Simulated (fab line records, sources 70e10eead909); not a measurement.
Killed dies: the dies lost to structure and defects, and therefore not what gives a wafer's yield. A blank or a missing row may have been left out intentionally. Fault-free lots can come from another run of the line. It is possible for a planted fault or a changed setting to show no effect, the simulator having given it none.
Chamber matching :: flow nand harc :: 4 sister chambers for NHARC_A_CONTACT_ETCH_110 on rie diel-03
The step etches the open film in CF4/O2, target depth 60 nm, overetch 6 nm, time 33 s. 30 wafers are shown with their chamber, then 12 later ones without.

## WAFERS PAIRED WITH THEIR CHAMBERS
wafer: L077.1
chamber: 1
drypump motor current A (A): 6.7
showerhead plenum p Torr (Torr): 1.26
rf vpp V (V): 194.8

wafer: L077.5
chamber: 2
drypump motor current A (A): 6.0
showerhead plenum p Torr (Torr): 1.23
rf vpp V (V): 195.5

wafer: L077.6
chamber: 1
drypump motor current A (A): 6.7
showerhead plenum p Torr (Torr): 1.26
rf vpp V (V): 196.4

wafer: L076.1
chamber: 2
drypump motor current A (A): 6.0
showerhead plenum p Torr (Torr): 1.23
rf vpp V (V): 195.2

wafer: L076.4
chamber: 0
drypump motor current A (A): 5.1
showerhead plenum p Torr (Torr): 1.44
rf vpp V (V): 200.7

wafer: L076.5
chamber: 1
drypump motor current A (A): 6.7
showerhead plenum p Torr (Torr): 1.26
rf vpp V (V): 195.4

wafer: L081.3
chamber: 2
drypump motor current A (A): 6.1
showerhead plenum p Torr (Torr): 1.23
rf vpp V (V): 195.2

wafer: L081.4
chamber: 0
drypump motor current A (A): 5.1
showerhead plenum p Torr (Torr): 1.44
rf vpp V (V): 199.6

wafer: L081.5
chamber: 2
drypump motor current A (A): 6.1
showerhead plenum p Torr (Torr): 1.23
rf vpp V (V): 195.8

wafer: L078.3
chamber: 0
drypump motor current A (A): 5.1
showerhead plenum p Torr (Torr): 1.44
rf vpp V (V): 199.2

wafer: L078.5
chamber: 0
drypump motor current A (A): 5.1
showerhead plenum p Torr (Torr): 1.44
rf vpp V (V): 201.1

wafer: L078.6
chamber: 1
drypump motor current A (A): 6.7
showerhead plenum p Torr (Torr): 1.26
rf vpp V (V): 195.7

wafer: L080.3
chamber: 0
drypump motor current A (A): 5.1
showerhead plenum p Torr (Torr): 1.44
rf vpp V (V): 199.6

wafer: L080.5
chamber: 1
drypump motor current A (A): 6.7
showerhead plenum p Torr (Torr): 1.26
rf vpp V (V): 197.2

wafer: L080.6
chamber: 2
drypump motor current A (A): 6.0
showerhead plenum p Torr (Torr): 1.23
rf vpp V (V): 196.2

wafer: L083.1
chamber: 3
drypump motor current A (A): 6.2
showerhead plenum p Torr (Torr): 1.32
rf vpp V (V): 198.0

wafer: L083.5
chamber: 1
drypump motor current A (A): 6.7
showerhead plenum p Torr (Torr): 1.25
rf vpp V (V): 196.5

wafer: L083.6
chamber: 2
drypump motor current A (A): 6.0
showerhead plenum p Torr (Torr): 1.23
rf vpp V (V): 195.6

wafer: L086.1
chamber: 1
drypump motor current A (A): 6.6
showerhead plenum p Torr (Torr): 1.25
rf vpp V (V): 194.4

wafer: L086.2
chamber: 0
drypump motor current A (A): 5.1
showerhead plenum p Torr (Torr): 1.44
rf vpp V (V): 199.5

wafer: L086.4
chamber: 3
drypump motor current A (A): 6.2
showerhead plenum p Torr (Torr): 1.32
rf vpp V (V): 197.7

wafer: L088.1
chamber: 2
drypump motor current A (A): 6.0
showerhead plenum p Torr (Torr): 1.45
rf vpp V (V): 199.1

wafer: L088.5
chamber: 1
drypump motor current A (A): 6.7
showerhead plenum p Torr (Torr): 1.25
rf vpp V (V): 197.4

wafer: L088.6
chamber: 0
drypump motor current A (A): 5.1
showerhead plenum p Torr (Torr): 1.44
rf vpp V (V): 199.8

wafer: L087.1
chamber: 3
drypump motor current A (A): 6.2
showerhead plenum p Torr (Torr): 1.32
rf vpp V (V): 197.6

wafer: L087.5
chamber: 3
drypump motor current A (A): 6.2
showerhead plenum p Torr (Torr): 1.32
rf vpp V (V): 198.7

wafer: L087.6
chamber: 2
drypump motor current A (A): 6.0
showerhead plenum p Torr (Torr): 1.45
rf vpp V (V): 199.3

wafer: L090.2
chamber: 2
drypump motor current A (A): 5.9
showerhead plenum p Torr (Torr): 1.45
rf vpp V (V): 200.4

wafer: L090.4
chamber: 0
drypump motor current A (A): 5.1
showerhead plenum p Torr (Torr): 1.44
rf vpp V (V): 200.5

wafer: L090.6
chamber: 0
drypump motor current A (A): 5.1
showerhead plenum p Torr (Torr): 1.44
rf vpp V (V): 201.7

SIGNATURES (averages over the wafers above)
reading: drypump motor current A
chamber 0: 5.100
chamber 1: 6.688
chamber 2: 6.011
chamber 3: 6.200
scatter within a chamber: 0.038

reading: showerhead plenum p Torr
chamber 0: 1.4400
chamber 1: 1.2563
chamber 2: 1.3033
chamber 3: 1.3200
scatter within a chamber: 0.0611

reading: rf vpp V
chamber 0: 200.189
chamber 1: 195.975
chamber 2: 196.922
chamber 3: 198.000
scatter within a chamber: 1.37
Rule: a wafer's distance from a chamber is the root of the sum, over the readings, of the square of ((its reading less the chamber's mean) divided by the reading's scatter). If the next closest chamber is less than 2 further off than the closest, the wafer can't be placed; otherwise it belongs to the closest. The scatter: the root of (the sum of the squares of (reading less its chamber's mean) over the shown wafers, divided by (wafers less chambers)).

## WAFERS WITHOUT THEIR CHAMBER
wafer: L091.1
drypump motor current A (A): 6.2
showerhead plenum p Torr (Torr): 1.32
rf vpp V (V): 197.3

wafer: L091.2
drypump motor current A (A): 6.0
showerhead plenum p Torr (Torr): 1.44
rf vpp V (V): 199.9

wafer: L091.4
drypump motor current A (A): 5.1
showerhead plenum p Torr (Torr): 1.44
rf vpp V (V): 200.4

wafer: L093.2
drypump motor current A (A): 6.1
showerhead plenum p Torr (Torr): 1.44
rf vpp V (V): 199.5

wafer: L093.3
drypump motor current A (A): 6.2
showerhead plenum p Torr (Torr): 1.32
rf vpp V (V): 199.2

wafer: L093.5
drypump motor current A (A): 6.0
showerhead plenum p Torr (Torr): 1.44
rf vpp V (V): 201.0

wafer: L092.3
drypump motor current A (A): 6.0
showerhead plenum p Torr (Torr): 1.44
rf vpp V (V): 200.1

wafer: L092.4
drypump motor current A (A): 5.1
showerhead plenum p Torr (Torr): 1.44
rf vpp V (V): 199.6

wafer: L092.5
drypump motor current A (A): 6.2
showerhead plenum p Torr (Torr): 1.32
rf vpp V (V): 196.4

wafer: L095.1
drypump motor current A (A): 6.1
showerhead plenum p Torr (Torr): 1.44
rf vpp V (V): 199.6

wafer: L095.2
drypump motor current A (A): 6.2
showerhead plenum p Torr (Torr): 1.32
rf vpp V (V): 197.7

wafer: L095.3
drypump motor current A (A): 5.1
showerhead plenum p Torr (Torr): 1.44
rf vpp V (V): 200.2

## EACH ONE'S CHAMBER
wafer: L091.1
from the rows above: 3
in truth: 3

wafer: L091.2
from the rows above: 2
in truth: 2

wafer: L091.4
from the rows above: 0
in truth: 0

wafer: L093.2
from the rows above: can't be placed: 3 or 2
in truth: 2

wafer: L093.3
from the rows above: 3
in truth: 3

wafer: L093.5
from the rows above: 2
in truth: 2

wafer: L092.3
from the rows above: 2
in truth: 2

wafer: L092.4
from the rows above: 0
in truth: 0

wafer: L092.5
from the rows above: 3
in truth: 3

wafer: L095.1
from the rows above: can't be placed: 3 or 2
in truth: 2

wafer: L095.2
from the rows above: 3
in truth: 3

wafer: L095.3
from the rows above: 0
in truth: 0
Correctly placed: 10 of 12. Not placeable from these rows: 2 (in 2, the candidates include the true chamber). 0 placed wrongly.
